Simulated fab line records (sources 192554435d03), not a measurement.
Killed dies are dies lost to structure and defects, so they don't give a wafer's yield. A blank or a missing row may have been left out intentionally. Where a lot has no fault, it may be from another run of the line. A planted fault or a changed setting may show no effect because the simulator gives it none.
Split-lot trial + flow n5-finfet + 21 wafers read from 7 lots, route of 1938 steps

THE SPLIT
At N5_BEOL_M15_ILD_DEP_00 (deposits SiO2 from TEOS/O2, target thk 1629.3 nm, time 346.1 s), the setting time-s was moved away from the recipe's 346.1 s on 9 of the 21 wafers read, by -14.1% to +13.9%. For the rest of the wafers, this setting stayed at what the recipe calls for.

There is no step in the file separating the split from the reading.

THE READING
At N5_BEOL_M15_THK_MEAS_01: M15_ILD_THK, given in nm. A value of 1636 nm with a standard deviation of 21 nm is what fault-free wafers of this fab line usually give.

| wafer  | tool, chamber at the split | time-s as run, s | against the recipe | M15_ILD_THK, nm | against lot-mates on the recipe |
|--------|----------------------------|------------------|--------------------|-----------------|---------------------------------|
| L081.2 | pecvd-02, 1                | 359.7            | +3.9%              | 1675            | +32                             |
| L081.5 | pecvd-02, 0                | 346.1            | recipe             | 1647            | -                               |
| L081.6 | pecvd-02, 2                | 346.1            | recipe             | 1638            | -                               |
| L085.1 | pecvd-02, 2                | 389.9            | +12.7%             | 1851            | +203                            |
| L085.2 | pecvd-02, 0                | 346.1            | recipe             | 1654            | -                               |
| L085.6 | pecvd-02, 2                | 346.1            | recipe             | 1642            | -                               |
| L083.2 | pecvd-03, 0                | 346.1            | recipe             | 1589            | -                               |
| L083.4 | pecvd-03, 2                | 394.3            | +13.9%             | 1866            | +277                            |
| L083.5 | pecvd-03, 0                | 394.3            | +13.9%             | 1858            | +269                            |
| L089.3 | pecvd-03, 2                | 346.1            | recipe             | 1638            | -                               |
| L089.5 | pecvd-03, 2                | 297.3            | -14.1%             | 1451            | -187                            |
| L089.6 | pecvd-03, 0                | 297.3            | -14.1%             | 1456            | -182                            |
| L086.3 | pecvd-01, 0                | 332              | -4.1%              | 1577            | -71                             |
| L086.5 | pecvd-01, 0                | 346.1            | recipe             | 1648            | -                               |
| L086.6 | pecvd-01, 1                | 332              | -4.1%              | 1544            | -104                            |
| L090.2 | pecvd-02, 0                | 346.1            | recipe             | 1638            | -                               |
| L090.4 | pecvd-02, 0                | 378.6            | +9.4%              | 1809            | +168                            |
| L090.6 | pecvd-02, 2                | 346.1            | recipe             | 1644            | -                               |
| L096.2 | pecvd-03, 1                | 346.1            | recipe             | 1654            | -                               |
| L096.3 | pecvd-03, 0                | 346.1            | recipe             | 1627            | -                               |
| L096.5 | pecvd-03, 2                | 346.1            | recipe             | 1689            | -                               |

FIT RESULTS
A straight line over all 21 wafers: M15_ILD_THK changes by +15.2 nm for each +1% of time-s; r = +0.98; the points scatter about the line by 23 nm.
The same after taking each lot's own level away (the mean of its wafers on the recipe; 21 wafers): +16.3 nm for each +1%; r = +0.98; scatter 26 nm.
The reading moves by 2.3e+02 nm for the largest change in time-s, on that fit.
The span of the lots' own levels, 1589.0 to 1656.7 nm, comes to 3.2 times the standard deviation stated above.
Consequently the slope shifts little with the lot-to-lot level, the two slopes agreeing.
Check: -238 nm against its lot-mates is what the line predicts for one of the wafers moved furthest among these (-14.1%) when that wafer is left out of the fit. It came out at -187 nm against them.

THE WHOLE CHAIN: every reading that the file lists as answering this split, in the file's order
| step                    | what it does                                                   | reading                                                                             | change (the file's fit)              | r (the file's) |
|-------------------------|----------------------------------------------------------------|-------------------------------------------------------------------------------------|--------------------------------------|----------------|
| N5_BEOL_M15_ILD_DEP_00  | deposits SiO2 from TEOS/O2, target thk 1629.3 nm, time 346.1 s | SiO2_of_BEOL_M15_ILD_DEP_00.thk-nm (the simulator's own value, which no gauge read) | +16.3 nm for each +1% of the setting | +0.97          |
| N5_BEOL_M15_THK_MEAS_01 |                                                                | M15_ILD_THK                                                                         | +16.4 for each +1% of the setting    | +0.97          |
| N5_BEOL_M15_VIA_ETCH_16 | etches SiO2 in C4F8/O2/Ar, target depth 1792.2 nm              | etch.depth-nm (the simulator's own value, which no gauge read)                      | +16.3 nm for each +1% of the setting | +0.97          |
| N5_BEOL_M15_VIA_ETCH_16 | etches SiO2 in C4F8/O2/Ar, target depth 1792.2 nm              | coat_of_BEOL_M15_COAT_04.thk-nm (the simulator's own value, which no gauge read)    | -4.01 nm for each +1% of the setting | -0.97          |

FILE'S OWN FIT
M15_ILD_THK changes by +16.4 nm for each +1% of time-s, r = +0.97.
